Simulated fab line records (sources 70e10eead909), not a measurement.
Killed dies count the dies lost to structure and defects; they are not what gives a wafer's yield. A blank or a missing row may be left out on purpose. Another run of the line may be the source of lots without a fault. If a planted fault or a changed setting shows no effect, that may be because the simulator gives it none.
Matching of chambers | flow nand-harc | 3 sister chambers for NHARC_P_BONDPAD_DEP_00 on pecvd-04
The step deposits SiCN, target thk 250 nm. 6 wafers are shown with their chamber, then 7 later ones without.

== WAFERS WITH THEIR CHAMBER ==
wafer  | chamber | showerhead-vpp-V (V) | rf-fwd-power-W (W)
L615.4 | 1       | 1271                 | 450.6
L616.3 | 0       | 1323                 | 448.1
L616.5 | 0       | 1355                 | 448.5
L616.6 | 2       | 1332                 | 448.0
L621.2 | 2       | 1354                 | 448.3
L621.5 | 1       | 1257                 | 447.5

== WAFERS WITHOUT THEIR CHAMBER ==
wafer  | showerhead-vpp-V (V) | rf-fwd-power-W (W)
L621.6 | 1337                 | 446.2
L619.2 | 1348                 | 451.1
L619.4 | 1325                 | 452.2
L619.6 | 1287                 | 450.1
L629.2 | 1344                 | 449.6
L629.5 | 1349                 | 447.6
L629.6 | 1272                 | 449.3

== WHICH CHAMBER EACH ONE RAN IN ==
wafer  | from the rows above          | in truth
L621.6 | can't be placed: 2 or 0      | 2
L619.2 | can't be placed: 0 or 2      | 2
L619.4 | can't be placed: 0 or 2 or 1 | 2
L619.6 | can't be placed: 1 or 0      | 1
L629.2 | can't be placed: 0 or 2      | 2
L629.5 | can't be placed: 2 or 0      | 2
L629.6 | 1                            | 1
Correctly placed: 1 of 7. From these rows, 6 cannot be placed; in 6 the true chamber is one of the candidates. Wrongly placed: 0.
How it was worked out, from the rows above alone: a wafer's distance from a chamber is the root of the sum, over the readings, of the square of ((its reading less the chamber's mean) divided by the reading's scatter). If the next closest chamber is less than 2 further off than the closest, the wafer can't be placed; otherwise it belongs to the closest. A chamber's mean is the mean of its shown wafers. The scatter is the square root of a quotient: the sum, over the shown wafers, of each reading's squared deviation from its chamber's mean, divided by wafers minus chambers.
